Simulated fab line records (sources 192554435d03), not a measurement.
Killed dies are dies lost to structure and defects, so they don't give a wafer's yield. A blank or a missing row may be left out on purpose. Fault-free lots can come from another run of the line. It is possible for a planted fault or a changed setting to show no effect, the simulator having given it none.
fab line records	flow n5-finfet
record: lots: 6	wafers: 17	last-day: 18
route steps=1938 shown BEOL_M8@1379
lots that met no fault: taken from a fault-free run of the same line
start-h: the number of hours between the record's first day and the start of the first shown wafer of the lot	wait-h: how many hours have passed since the lot's step before this one	" unchanged from the row above	L1.1+2: a row that stands for several wafers	- no value, or no start was given	* or withheld: withheld	< > ~ a bound
route shown NAME@n: names a module that has steps shown in the file, with the first one's number in the route	usual: average and standard deviation across the fault-free wafers	same: alike in all rows	chamber/n: place in a boat	sites: readings site by site	_std_site: their standard deviation	_edge_site: outer sites' mean less inner sites'	radius-mm: for every site, how far away it sits from the centre of the wafer	mask NAME#n: copy n	behind: tool/chamber where the wafer was last shaped	hold: what put the lot on hold/how long, in hours/how the hold closed	device: the n, p or np transistor that did not switch	end of line: at the end of the route, the tests of the same wafers	for a step that has no rows: nothing shown but its recipe	killed: dies that structure and defects cost at the first sort, which is not the same as the wafer's yield	map: the dies of a wafer, with x for killed, . for not killed, _ for no die there
set.NAME: the setting the step ran with; set.NAME@STEP: the setting that earlier step ran with	model.NAME: the simulator's own value behind a step, which no gauge read
lots at some steps of the route; a table a step, a row a wafer
services: a tool's chamber out of use, with start hour (start-h, from the record's first day; less than 0 if before it), hours out, and reason
== steps ==
step: N5_BEOL_M8_STRIP_80
recipe: chemistry: N2/H2	time-s: 10	power-w: 450	temp-c: 40	pressure-mtorr: 20	rf-frequency-hz: 6e+07	bias-power-w: 7	n2-flow-sccm: 200	h2-flow-sccm: 200
usual: drypump-motor-current-A: 5.5/0.39	h2-flow-sccm: 199.9/0.63	oes-product-au: 0.81/0.077	rf-vpp-V: 59.1/0.85	showerhead-plenum-p-Torr: 2.55/0.088	throttle-valve-pct: 23.7/0.36
lot.wafer	tool	chamber	start-h	wait-h	drypump-motor-current-A	h2-flow-sccm	oes-product-au	rf-hours-counter-h	rf-vpp-V	showerhead-plenum-p-Torr	throttle-valve-pct
L972.1	rie-diel-03	2	-	-	5.7	200.1	0.87	36	59.7	2.70	23.2
L972.5	"	2	"	"	5.7	200.4	0.88	-	58.2	2.70	23.2
L972.6	"	3	"	"	5.7	199.9	0.96	-	60.1	2.61	24.1
L982.2	rie-diel-03	0	-	-	5.0	200.2	0.83	72	58.3	2.46	23.6
L982.3	"	3	"	"	5.7	199.8	0.92	28	58.8	2.60	24.1
L982.4	"	1	"	"	5.6	200.2	0.93	10	58.6	2.49	23.3
L981.1	rie-diel-03	0	-	-	5.1	199.4	0.82	73	60.1	2.46	23.6
L981.6	"	2	"	"	5.7	200.2	0.83	-	60.7	2.68	23.2
L990.4	rie-diel-03	3	-	-	5.7	198.1	0.89	44	58.9	2.59	24.1
L990.5	"	1	"	"	5.6	200.6	0.89	-	59.0	2.48	23.3
L990.6	"	2	"	"	5.7	199.9	0.82	-	59.3	2.68	23.2
L993.1	rie-diel-06	1	-	-	5.3	201.0	0.70	200	56.9	2.42	24.0
L993.3	"	2	"	"	5.0	198.7	0.76	154	59.3	2.43	24.0
L993.5	"	1	"	"	5.3	199.8	0.70	-	59.3	2.42	24.0
L995.1	rie-diel-06	3	-	-	6.5	199.9	0.95	9	59.8	2.60	23.9
L995.3	"	2	"	"	5.0	200.0	0.76	155	58.2	2.43	24.0
L995.6	"	3	"	"	6.5	200.3	0.95	-	60.6	2.60	23.9
step: N5_BEOL_M8_OCD_MEAS_38
usual: trench-depth-nm: 93.4/1.3
lot.wafer	tool	chamber	start-h	wait-h	trench-depth-nm
L972.1	ocd-01	-	200.55	-	91.9
L972.5	"	-	"	"	93.3
L972.6	"	-	"	"	93.6
L982.2	ocd-02	-	256.95	-	92.7
L982.3	"	-	"	"	92.5
L982.4	"	-	"	"	93.7
L981.1	ocd-02	-	261.19	-	91.3
L981.6	"	-	"	"	92.5
L990.4	ocd-01	-	299.74	-	93.5
L990.5	"	-	"	"	92.2
L990.6	"	-	"	"	91.4
L993.1	ocd-01	-	349.53	-	92.4
L993.3	"	-	"	"	93.4
L993.5	"	-	"	"	92.5
L995.1	ocd-01	-	353.12	-	97.3
L995.3	"	-	"	"	93.5
L995.6	"	-	"	"	96.6
step: N5_BEOL_M8_HM_STRIP_39
recipe: chemistry: peroxide-tin-strip	material: TiN	target-depth-a: 250	temp-c: 50	time-s: 158
step: N5_BEOL_M8_SRD_40
recipe: time-s: 30	temp-c: 23	rinse-liquid: diw	dry: ipa-marangoni
step: N5_BEOL_M8_PRECLEAN_42
recipe: chemistry: residue-remover	time-s: 60	temp-c: 40
step: N5_BEOL_M8_SRD_43
recipe: time-s: 30	temp-c: 23	rinse-liquid: diw	dry: ipa-marangoni
step: N5_BEOL_M8_CD_MEAS_35
recipe: target-cd-nm: 40	polarity: opening
usual: cd-nm: 40.0/0.47
lot.wafer	tool	chamber	start-h	wait-h	cd-nm
L972.1	cd-sem-02	-	200.70	0.0	39.6
L972.5	"	-	"	"	39.6
L972.6	"	-	"	"	40.1
L982.2	cd-sem-03	-	257.20	0.0	40.2
L982.3	"	-	"	"	40.0
L982.4	"	-	"	"	40.7
L981.1	cd-sem-01	-	261.35	0.0	40.0
L981.6	"	-	"	"	39.4
L990.4	cd-sem-03	-	299.89	0.0	40.0
L990.5	"	-	"	"	39.5
L990.6	"	-	"	"	39.9
L993.1	cd-sem-03	-	349.68	0.0	39.7
L993.3	"	-	"	"	40.1
L993.5	"	-	"	"	40.3
L995.1	cd-sem-02	-	353.27	0.0	40.3
L995.3	"	-	"	"	40.5
L995.6	"	-	"	"	41.0
step: N5_BEOL_M8_CURE_75
recipe: temp-c: 370	time-s: 120	ambient: DMADMS/He	material: SiCOH_lowk
usual: lamp-power-pct: 52.31/0.057	wafer_temp_C_max: 372.0/0.56
lot.wafer	tool	chamber	start-h	wait-h	lamp-power-pct	wafer_temp_C_max
L972.1	uv-cure-03	1	200.74	0.0	52.38	373.1
L972.5	"	1	"	"	52.34	372.3
L972.6	"	1	"	"	52.31	371.9
L982.2	uv-cure-02	1	257.41	0.2	52.31	371.7
L982.3	"	1	"	"	52.29	372.2
L982.4	"	1	"	"	52.38	372.6
L981.1	uv-cure-01	1	261.57	0.2	52.30	371.8
L981.6	"	1	"	"	52.44	371.4
L990.4	uv-cure-01	1	300.36	0.5	52.33	371.9
L990.5	"	1	"	"	52.38	371.8
L990.6	"	1	"	"	52.31	371.3
L993.1	uv-cure-01	2	349.73	0.0	52.31	372.0
L993.3	"	2	"	"	52.34	372.4
L993.5	"	2	"	"	52.32	372.0
L995.1	uv-cure-01	1	353.31	0.0	52.31	371.2
L995.3	"	1	"	"	52.30	371.3
L995.6	"	1	"	"	52.31	371.6
step: N5_BEOL_M8_DEGAS_44
recipe: ambient: vacuum	temp-c: 250	time-s: 60
usual: heater-power-w: 335/36
lot.wafer	tool	chamber	start-h	wait-h	heater-power-w
L972.1	pvd-sputter-01	-	201.69	0.9	337
L972.5	"	-	"	"	341
L972.6	"	-	"	"	326
L982.2	pvd-sputter-02	-	257.70	0.2	340
L982.3	"	-	"	"	395
L982.4	"	-	"	"	395
L981.1	pvd-sputter-02	-	261.92	0.3	316
L981.6	"	-	"	"	409
L990.4	pvd-sputter-01	-	301.50	1.0	317
L990.5	"	-	"	"	336
L990.6	"	-	"	"	332
L993.1	pvd-sputter-03	-	350.42	0.6	331
L993.3	"	-	"	"	341
L993.5	"	-	"	"	317
L995.1	pvd-sputter-03	-	354.06	0.6	342
L995.3	"	-	"	"	318
L995.6	"	-	"	"	338
step: N5_BEOL_M8_PRE_CLEAN_45
recipe: gas: H2/He	time-s: 30	temp-c: 250
usual: heater-power-w: 335/36
lot.wafer	tool	chamber	start-h	wait-h	heater-power-w
L972.1	pvd-sputter-01	-	201.73	0.0	343
L972.5	"	-	"	"	347
L972.6	"	-	"	"	328
L982.2	pvd-sputter-02	-	257.74	0.0	347
L982.3	"	-	"	"	389
L982.4	"	-	"	"	395
L981.1	pvd-sputter-02	-	261.96	0.0	314
L981.6	"	-	"	"	406
L990.4	pvd-sputter-01	-	301.54	0.0	325
L990.5	"	-	"	"	346
L990.6	"	-	"	"	314
L993.1	pvd-sputter-03	-	350.46	0.0	320
L993.3	"	-	"	"	349
L993.5	"	-	"	"	314
L995.1	pvd-sputter-03	-	354.10	0.0	336
L995.3	"	-	"	"	326
L995.6	"	-	"	"	349
step: N5_BEOL_M8_ALD_77
recipe: material: TaN	target-thk-a: 20	temp-c: 275	ald-precursor-family: PDMAT	ald-co-reactant: NH3	pressure-torr: 3	carrier-flow-sccm: 1500	pulse-time-s: 2	purge-time-s: 3	co-reactant-purge-time-s: 2	co-reactant-pulse-time-s: 3	ald-cycles: 40	precursor-vessel-temp-c: 75	precursor-vessel-pressure-torr: 26.25	precursor-vessel-carrier-sccm: 1000
usual: heater-power-w: 404/53
lot.wafer	tool	chamber	start-h	wait-h	heater-power-w
L972.1	ald-metal-03	2	201.79	0.0	502
L972.5	"	3	"	"	366
L972.6	"	0	"	"	391
L982.2	ald-metal-03	2	257.87	0.1	513
L982.3	"	1	"	"	414
L982.4	"	1	"	"	411
L981.1	ald-metal-01	2	262.04	0.1	393
L981.6	"	1	"	"	313
L990.4	ald-metal-02	0	301.61	0.1	455
L990.5	"	0	"	"	466
L990.6	"	3	"	"	408
L993.1	ald-metal-02	3	350.52	0.0	398
L993.3	"	2	"	"	414
L993.5	"	2	"	"	403
L995.1	ald-metal-03	3	354.18	0.1	330
L995.3	"	2	"	"	449
L995.6	"	3	"	"	326
step: N5_BEOL_M8_SURFACE_TREAT_79
recipe: gas: Ar	time-s: *	ion-energy-ev: *	ion-current-ma-cm2: 0.5	pressure-mtorr: *	ar-flow-sccm: 30
step: N5_BEOL_M8_CVD_78
recipe: material: Co	target-thk-a: 20	temp-c: withheld	precursor: CCTBA/H2	pressure-torr: 30	time-s: 142.3
usual: run-length-s: 165.2/0.64
lot.wafer	tool	chamber	start-h	wait-h	run-length-s
L972.1	cvd-co-01	1	202.42	0.0	165.9
L972.5	"	1	"	"	165.7
L972.6	"	2	"	"	165.6
L982.2	cvd-co-01	0	258.30	0.0	164.6
L982.3	"	2	"	"	99.6
L982.4	"	0	"	"	164.6
L981.1	cvd-co-01	1	262.42	0.1	165.5
L981.6	"	2	"	"	99.9
L990.4	cvd-co-02	0	302.08	0.1	164.2
L990.5	"	1	"	"	166.0
L990.6	"	2	"	"	164.9
L993.1	cvd-co-02	0	350.98	0.0	164.0
L993.3	"	1	"	"	165.7
L993.5	"	0	"	"	164.5
L995.1	cvd-co-02	1	356.22	0.0	165.6
L995.3	"	2	"	"	164.9
L995.6	"	2	"	"	165.1
step: N5_BEOL_M8_SPUTTER_48
recipe: material: Cu	target-thk-a: 100	temp-c: -20	bias-v: 60	power-w: 26000	chamber-pressure-pa: 0.13	time-s: 1.667
== services ==
tool	chamber	start-h	hours	kind
uv-cure-01	-	177.16	1.0	pm
ald-metal-01	-	181.28	2.8	pm
uv-cure-02	-	198.43	7.5	pm
uv-cure-03	-	205.77	1.0	pm
cvd-co-01	-	206.43	0.5	repair
rie-diel-03	1	211.40	-	clean
ald-metal-03	-	216.93	8.7	pm
rie-diel-06	3	226.21	11.0	repair
uv-cure-02	-	229.35	2.1	pm
uv-cure-01	-	233.67	7.5	pm
uv-cure-03	-	241.28	22.2	pm
ald-metal-01	3	245.35	4.3	repair
rie-diel-03	2	276.78	12.1	repair
ald-metal-03	3	303.65	25.9	repair
cvd-co-02	-	307.63	9.0	repair
cvd-co-01	0	308.66	4.1	repair
rie-diel-03	1	329.69	7.5	repair
rie-diel-03	3	332.74	11.1	repair
pvd-sputter-02	-	335.43	2.0	repair
ald-metal-03	-	337.25	14.0	pm
rie-diel-06	0	338.64	15.8	repair
rie-diel-03	-	344.70	2.8	pm
uv-cure-02	-	344.87	1.0	pm
cvd-co-02	-	354.33	0.7	repair
== key ==
first-sign: step: N5_BEOL_M8_CVD_78	reading: run-length-s	direction: down	sigmas: 99+	usual: *	struck: *
effect none on later readings
met-at N5_BEOL_M8_CVD_78
struck-wafers L981.6,L982.3
onset-between 202.42 258.30
fault: kind: process-parameter-drift	tool: cvd-co-01	chamber: -	onset-h: 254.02	steps: N5_BEOL_M8_CVD_78	channel: time-s	offset: *	shape: step	end-h: 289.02	scope: struck-wafers-only	acts-in: *	stated: *
